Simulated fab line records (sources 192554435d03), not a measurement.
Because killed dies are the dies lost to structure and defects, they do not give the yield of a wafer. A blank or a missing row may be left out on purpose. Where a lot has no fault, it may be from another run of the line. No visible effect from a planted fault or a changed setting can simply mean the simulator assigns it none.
Split-lot experiment :: flow n5Finfet :: route with 1938 steps; 7 lots, 21 wafers read

## ABOUT THE SPLIT
At N5_FIN_SAQP_SPACER1_ALD_24 (deposits SiO2, target thk 20.3 nm, pulse time 1 s, purge time 2 s), the setting aldCycles was moved away from the recipe's 218 on 5 of the 21 wafers read, by -9.6% to +7.8%. This setting was run at the recipe's value on the other wafers.

## FROM THE SPLIT TO THE READING: what the file shows between them, 2 steps
- N5_FIN_SAQP_SPACER1_ETCHBACK_25: etches SiO2 in CHF3/O2, target depth 24.4 nm, time 12.2 s
- N5_FIN_SAQP_MANDREL1_REMOVE_56: chemistry HBr/Cl2/O2, target a-Si, stops on SiNx, bt time 10 s

## THE READING
cdNm (nm) at N5_FIN_SAQP_CD_MEAS_27, where the cd target is 20 nm. Typical for fault-free wafers on this fab line: 20.28 nm, with standard deviation 0.24 nm.

wafer: L078.1
tool, chamber at the split: aldSin-04, 3,2
aldCycles as run: 218
against the recipe: recipe
cdNm, nm: 20.70
against lot-mates on the recipe: -

wafer: L078.2
tool, chamber at the split: aldSin-04, 0
aldCycles as run: 218
against the recipe: recipe
cdNm, nm: 20.61
against lot-mates on the recipe: -

wafer: L078.3
tool, chamber at the split: aldSin-04, 3,2
aldCycles as run: 218
against the recipe: recipe
cdNm, nm: 19.93
against lot-mates on the recipe: -

wafer: L079.1
tool, chamber at the split: aldSin-04, 2
aldCycles as run: 218
against the recipe: recipe
cdNm, nm: 20.15
against lot-mates on the recipe: -

wafer: L079.3
tool, chamber at the split: aldSin-04, 3
aldCycles as run: 197
against the recipe: -9.6%
cdNm, nm: 18.00
against lot-mates on the recipe: -2.25

wafer: L079.4
tool, chamber at the split: aldSin-04, 1
aldCycles as run: 218
against the recipe: recipe
cdNm, nm: 20.35
against lot-mates on the recipe: -

wafer: L081.2
tool, chamber at the split: aldSin-04, 1
aldCycles as run: 218
against the recipe: recipe
cdNm, nm: 20.65
against lot-mates on the recipe: -

wafer: L081.5
tool, chamber at the split: aldSin-04, 0,3
aldCycles as run: 218
against the recipe: recipe
cdNm, nm: 20.09
against lot-mates on the recipe: -

wafer: L081.6
tool, chamber at the split: aldSin-04, 0,3
aldCycles as run: 218
against the recipe: recipe
cdNm, nm: 20.43
against lot-mates on the recipe: -

wafer: L085.2
tool, chamber at the split: aldSin-04, 2
aldCycles as run: 218
against the recipe: recipe
cdNm, nm: 20.10
against lot-mates on the recipe: -

wafer: L085.4
tool, chamber at the split: aldSin-04, 0,2
aldCycles as run: 235
against the recipe: +7.8%
cdNm, nm: 22.07
against lot-mates on the recipe: +1.97

wafer: L085.6
tool, chamber at the split: aldSin-04, 0,2
aldCycles as run: 235
against the recipe: +7.8%
cdNm, nm: 22.06
against lot-mates on the recipe: +1.96

wafer: L087.1
tool, chamber at the split: aldSin-03, 0,1
aldCycles as run: 218
against the recipe: recipe
cdNm, nm: 20.19
against lot-mates on the recipe: -

wafer: L087.2
tool, chamber at the split: aldSin-03, 0,1
aldCycles as run: 218
against the recipe: recipe
cdNm, nm: 20.35
against lot-mates on the recipe: -

wafer: L087.4
tool, chamber at the split: aldSin-03, 2
aldCycles as run: 227
against the recipe: +4.1%
cdNm, nm: 20.85
against lot-mates on the recipe: +0.58

wafer: L091.1
tool, chamber at the split: aldSin-03, 0,1
aldCycles as run: 218
against the recipe: recipe
cdNm, nm: 20.37
against lot-mates on the recipe: -

wafer: L091.2
tool, chamber at the split: aldSin-03, 2
aldCycles as run: 228
against the recipe: +4.6%
cdNm, nm: 21.24
against lot-mates on the recipe: +1.00

wafer: L091.4
tool, chamber at the split: aldSin-03, 0,1
aldCycles as run: 218
against the recipe: recipe
cdNm, nm: 20.11
against lot-mates on the recipe: -

wafer: L097.1
tool, chamber at the split: aldSin-04, 2,1,3
aldCycles as run: 218
against the recipe: recipe
cdNm, nm: 20.37
against lot-mates on the recipe: -

wafer: L097.2
tool, chamber at the split: aldSin-04, 2,1,3
aldCycles as run: 218
against the recipe: recipe
cdNm, nm: 20.08
against lot-mates on the recipe: -

wafer: L097.4
tool, chamber at the split: aldSin-04, 2,1,3
aldCycles as run: 218
against the recipe: recipe
cdNm, nm: 19.81
against lot-mates on the recipe: -
When a row names more than one chamber, that row covers several wafers, and the file does not tell which wafer ran in which chamber.

THE FIT
A straight line over all 21 wafers: cdNm changes by +0.226 nm for each +1% of aldCycles; r = +0.96; the points scatter about the line by 0.24 nm.
The same after taking each lot's own level away (the mean of its wafers on the recipe; 21 wafers): +0.235 nm for each +1%; r = +0.97; scatter 0.22 nm.
According to that fit, moving aldCycles by its largest amount changes the reading by 2.3 nm.
From 20.087 to 20.413 nm: that is the span of the lots' own levels, equal to 1.4 times the standard deviation above.
The two slopes are in agreement: the lot-to-lot level therefore moves the slope only a little.
Check: for one of the wafers moved furthest among these (-9.6%), held out of the fit, the line's prediction against its lot-mates is -2.3 nm. It came out at -2.25 nm against them.

## OTHER SPLITS APPLIED TO THESE WAFERS
These wafers also went through other splits before the reading. Each is held against what the fit with the lots' levels taken away leaves over:
other split on the same wafers: N5_ZERO_LAYER_PECVD_02 timeS
wafers away from the commonest value: 7
r with cdNm (lot level and that fit taken away): -0.30

other split on the same wafers: N5_WELL_APT_EXPOSE_22 doseMj
wafers away from the commonest value: 7
r with cdNm (lot level and that fit taken away): +0.07

other split on the same wafers: N5_WELL_APT_PEB_23 pebTempC
wafers away from the commonest value: 4
r with cdNm (lot level and that fit taken away): -0.04

other split on the same wafers: N5_FIN_SAQP_PECVD_47 timeS
wafers away from the commonest value: 10
r with cdNm (lot level and that fit taken away): +0.05

other split on the same wafers: N5_FIN_SAQP_PEB_14 pebTimeS
wafers away from the commonest value: 10
r with cdNm (lot level and that fit taken away): -0.24

## THE WHOLE CHAIN: every reading that the file lists as answering this split, in the file's order
step: N5_FIN_SAQP_SPACER1_ALD_24
what it does: deposits SiO2, target thk 20.3 nm, pulse time 1 s, purge time 2 s
reading: SiO2_of_FIN_SAQP_SPACER1_ALD_24.thkNm (the simulator's own value, which no gauge read)
change (the file's fit): +0.197 nm for each +1% of the setting
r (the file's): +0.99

step: N5_FIN_SAQP_MANDREL1_REMOVE_56
what it does: chemistry HBr/Cl2/O2, target a-Si, stops on SiNx, bt time 10 s
reading: FIN_SAQP.cdNm (the simulator's own value, which no gauge read)
change (the file's fit): +0.205 nm for each +1% of the setting
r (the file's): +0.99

step: N5_FIN_SAQP_CD_MEAS_27
what it does: target cd 20 nm
reading: cdNm
change (the file's fit): +0.229 nm for each +1% of the setting
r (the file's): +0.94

## FILE'S OWN FIT
cdNm changes by +0.229 nm for each +1% of aldCycles, r = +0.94.
